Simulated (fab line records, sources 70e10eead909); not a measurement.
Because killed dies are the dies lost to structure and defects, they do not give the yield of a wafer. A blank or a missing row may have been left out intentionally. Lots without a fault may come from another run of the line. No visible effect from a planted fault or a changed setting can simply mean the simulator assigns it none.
Which tool is to blame? | flow nand-harc | Sampling: 11 lots, 33 wafers, 5 of 1302 route steps

## WHAT THE GAUGES SHOWED, per wafer
NHARC_END_SORT_01. Usual: killed-at-array 52, standard deviation 17; killed-at-other 1.2, standard deviation 1.4; killed-at-periphery 4.7, standard deviation 2.9; killed-dies 58, standard deviation 17; killed-open 3.2, standard deviation 1.9; killed-short 2.4, standard deviation 1.4.
lot  | measured     | on        | killed-at-array | killed-at-other | killed-at-periphery | killed-dies | killed-open | killed-short | flag
L759 | day 30 11:25 | prober-01 | 47 60 63        | 1 1 0           | 2 3 3               | 50 64 66    | 1 3 7       | 1 2 4        |
L766 | day 33 03:28 | prober-01 | 79 77 39        | 1 1 1           | 1 3 4               | 81 81 44    | 5 4 1       | 0 1 1        |

## WHICH TOOL RAN EACH LOT (tool, then ch and the chambers of the sampled wafers, then the start)
lot  | NHARC_A_CHANNEL_HOLE_D2_ETCH_20  | NHARC_A_CHANNEL_HOLE_D2_ETCH_23  | NHARC_A_CHANNEL_HOLE_D2_ETCH_27  | NHARC_A_CHANNEL_FILL_D2_ALD_02
L747 | har-etch-02 ch 0,1, day 13 12:41 | har-etch-02 ch 0,1, day 13 14:02 | har-etch-02 ch 0,1, day 13 16:35 | ald-hk-02 ch 2,3, day 13 20:05
L748 | har-etch-02 ch 0,1, day 14 03:27 | har-etch-02 ch 0,1, day 14 04:50 | har-etch-02 ch 0,1, day 14 07:18 | ald-hk-04 ch 1,2,3, day 14 09:20
L749 | har-etch-02 ch 0,1, day 15 00:49 | har-etch-02 ch 0,1, day 15 02:10 | har-etch-02 ch 0,1, day 15 04:42 | ald-hk-02 ch 1,2,3, day 15 06:38
L755 | har-etch-01 ch 0,1, day 17 12:14 | har-etch-01 ch 0,1, day 17 13:34 | har-etch-01 ch 0,1, day 17 16:05 | ald-hk-02 ch 1,2,3, day 17 18:09
L759 | har-etch-01 ch 0,1, day 19 02:12 | har-etch-01 ch 0,1, day 19 03:38 | har-etch-01 ch 0,1, day 19 06:02 | ald-hk-02 ch 2,3, day 19 07:53
L762 | har-etch-02 ch 0,1, day 19 22:41 | har-etch-02 ch 0,1, day 19 23:59 | har-etch-02 ch 0,1, day 20 02:32 | ald-hk-04 ch 0,1,3, day 20 05:31
L763 | har-etch-01 ch 0,1, day 19 23:58 | har-etch-01 ch 0,1, day 20 01:22 | har-etch-01 ch 0,1, day 20 03:49 | ald-hk-03 ch 0,1,3, day 20 07:01
L766 | har-etch-01 ch 0,1, day 21 18:46 | har-etch-01 ch 0,1, day 21 20:13 | har-etch-01 ch 0,1, day 21 22:35 | ald-hk-04 ch 2,3, day 22 00:30
L767 | har-etch-02 ch 1, day 21 18:58   | har-etch-02 ch 1, day 21 20:17   | har-etch-02 ch 1, day 21 22:48   | ald-hk-02 ch 1,2, day 22 01:08
L768 | har-etch-01 ch 0,1, day 22 05:43 | har-etch-01 ch 0,1, day 22 07:10 | har-etch-01 ch 0,1, day 22 09:32 | ald-hk-04 ch 0,2, day 22 11:23
L769 | har-etch-02 ch 0,1, day 22 20:37 | har-etch-02 ch 0,1, day 22 22:00 | har-etch-02 ch 0,1, day 23 00:27 | ald-hk-04 ch 1,2,3, day 23 02:59
- NHARC_A_CHANNEL_HOLE_D2_ETCH_20: etches the open film in C4F8/O2/Ar, time 361.9 s, target depth 1600 nm.
- NHARC_A_CHANNEL_HOLE_D2_ETCH_23: etches the open film in C4F8/O2/Ar, time 819 s, target depth 1600 nm.
- NHARC_A_CHANNEL_HOLE_D2_ETCH_27: etches the open film in C4F8/O2/Ar, time 90 s, target depth 400 nm.
- NHARC_A_CHANNEL_FILL_D2_ALD_02: deposits SiO2, target thk 6 nm, pulse time 10 s, ald cycles 60.

## AS READ BY THE TOOLS THEMSELVES (means over the sampled wafers that have a number; for cases with no such wafer, the mark the record gives instead)
NHARC_A_CHANNEL_HOLE_D2_ETCH_20. Usual: drypump-motor-current-A 5.3 A, standard deviation 0.61; showerhead-plenum-p-Torr 3.66 Torr, standard deviation 0.13; temp-c -20.00 C, standard deviation 0.098; throttle-valve-pct 32.155 %, standard deviation 0.0099.
lot  | tool        | drypump-motor-current-A (A) | showerhead-plenum-p-Torr (Torr) | temp-c (C) | throttle-valve-pct (%) | flag
L747 | har-etch-02 | 4.7                         | 3.68                            | -19.98     | 32.154                 |
L748 | har-etch-02 | 4.8                         | 3.62                            | -19.99     | 32.155                 |
L749 | har-etch-02 | 4.7                         | 3.67                            | -19.97     | 32.156                 |
L755 | har-etch-01 | 5.8                         | 3.61                            | -19.96     | 32.149                 |
L759 | har-etch-01 | 5.8                         | 3.61                            | -19.93     | 32.150                 |
L762 | har-etch-02 | 4.8                         | 3.83                            | -20.00     | 32.150                 |
L763 | har-etch-01 | 5.8                         | 3.59                            | -19.88     | 32.156                 |
L766 | har-etch-01 | 6.0                         | 3.54                            | -20.04     | 32.154                 |
L767 | har-etch-02 | 4.6                         | 3.67                            | -19.98     | 32.153                 |
L768 | har-etch-01 | 6.0                         | 3.53                            | -19.96     | 32.150                 |
L769 | har-etch-02 | 4.7                         | 3.74                            | -19.90     | 32.151                 |

NHARC_A_CHANNEL_HOLE_D2_ETCH_23. Usual: drypump-motor-current-A 5.3 A, standard deviation 0.61; showerhead-plenum-p-Torr 3.66 Torr, standard deviation 0.13; temp-c -20.02 C, standard deviation 0.098; throttle-valve-pct 32.155 %, standard deviation 0.0092.
lot  | tool        | drypump-motor-current-A (A) | showerhead-plenum-p-Torr (Torr) | temp-c (C) | throttle-valve-pct (%) | flag
L747 | har-etch-02 | 4.7                         | 3.68                            | -19.94     | 32.158                 |
L748 | har-etch-02 | 4.8                         | 3.62                            | -20.02     | 32.147                 |
L749 | har-etch-02 | 4.7                         | 3.67                            | -20.06     | 32.149                 |
L755 | har-etch-01 | 5.8                         | 3.61                            | -20.01     | 32.154                 |
L759 | har-etch-01 | 5.8                         | 3.60                            | -20.06     | 32.157                 |
L762 | har-etch-02 | 4.7                         | 3.83                            | -19.90     | 32.165                 |
L763 | har-etch-01 | 5.8                         | 3.59                            | -20.08     | 32.159                 |
L766 | har-etch-01 | 6.0                         | 3.54                            | -20.00     | 32.150                 |
L767 | har-etch-02 | 4.7                         | 3.67                            | -20.12     | 32.156                 |
L768 | har-etch-01 | 6.0                         | 3.53                            | -20.12     | 32.153                 |
L769 | har-etch-02 | 4.7                         | 3.74                            | -19.93     | 32.156                 |

NHARC_A_CHANNEL_HOLE_D2_ETCH_27. Usual: drypump-motor-current-A 5.3 A, standard deviation 0.61; showerhead-plenum-p-Torr 3.70 Torr, standard deviation 0.13; temp-c -20.02 C, standard deviation 0.11; throttle-valve-pct 27.620 %, standard deviation 0.0085.
lot  | tool        | drypump-motor-current-A (A) | showerhead-plenum-p-Torr (Torr) | temp-c (C) | throttle-valve-pct (%) | flag
L747 | har-etch-02 | 4.7                         | 3.71                            | -19.97     | 27.618                 |
L748 | har-etch-02 | 4.8                         | 3.66                            | -19.94     | 27.612                 |
L749 | har-etch-02 | 4.7                         | 3.70                            | -19.95     | 27.620                 |
L755 | har-etch-01 | 5.8                         | 3.65                            | -20.00     | 27.629                 |
L759 | har-etch-01 | 5.8                         | 3.64                            | -20.04     | 27.618                 |
L762 | har-etch-02 | 4.8                         | 3.88                            | -19.95     | 27.629                 |
L763 | har-etch-01 | 5.8                         | 3.63                            | -20.00     | 27.622                 |
L766 | har-etch-01 | 6.0                         | 3.57                            | -19.99     | 27.616                 |
L767 | har-etch-02 | 4.6                         | 3.71                            | -20.04     | 27.621                 |
L768 | har-etch-01 | 6.0                         | 3.57                            | -19.98     | 27.620                 |
L769 | har-etch-02 | 4.8                         | 3.78                            | -20.03     | 27.628                 |

NHARC_A_CHANNEL_FILL_D2_ALD_02. Usual: heater-power-outer-w 245 W, standard deviation 29; heater-power-w 447 W, standard deviation 54; precursor-pulse-height-rel 0.996, standard deviation 0.022; susceptor-temp-C 299.96 C, standard deviation 0.21.
lot  | tool      | heater-power-outer-w (W) | heater-power-w (W) | precursor-pulse-height-rel | susceptor-temp-C (C) | flag
L747 | ald-hk-02 | 286                      | 519                | 0.987                      | 300.09               |
L748 | ald-hk-04 | 228                      | 418                | 0.984                      | 300.13               |
L749 | ald-hk-02 | 266                      | 481                | 0.995                      | 299.83               |
L755 | ald-hk-02 | 251                      | 457                | 0.986                      | 290.90               | OFF
L759 | ald-hk-02 | 261                      | 496                | 1.010                      | 290.86               | OFF
L762 | ald-hk-04 | 233                      | 424                | 1.000                      | 300.07               |
L763 | ald-hk-03 | 231                      | 390                | 1.005                      | 300.05               |
L766 | ald-hk-04 | 241                      | 439                | 0.995                      | 299.80               |
L767 | ald-hk-02 | 254                      | 458                | 1.007                      | 299.89               |
L768 | ald-hk-04 | 232                      | 440                | 0.999                      | 299.96               |
L769 | ald-hk-04 | 221                      | 414                | 0.992                      | 299.79               |

## THE ANSWER, worked out from the rows above alone
Rule: a lot is off if the mean of its wafers that have a number lies more than 3 standard deviations from the usual mean. A lot without any number at a reading at which 4 lots or more have one is off too. Any other lot the step has rows for is counted as sound. After the gauges, taken in route order, come the tools' own readings; for these a lot's mean is taken, as printed above. At the first step where some lot is off, the reading lying furthest off is the one used; lots without a number count as furthest.
Off: L755, L759 (NHARC_A_CHANNEL_FILL_D2_ALD_02, susceptor-temp-C).
If a tool, at that step or one of the process steps before it, ran each lot that is off and ran no sound lot following the first of them, it fits. No candidate that was tried fits.

## WHAT WAS PUT IN BY THE SIMULATOR
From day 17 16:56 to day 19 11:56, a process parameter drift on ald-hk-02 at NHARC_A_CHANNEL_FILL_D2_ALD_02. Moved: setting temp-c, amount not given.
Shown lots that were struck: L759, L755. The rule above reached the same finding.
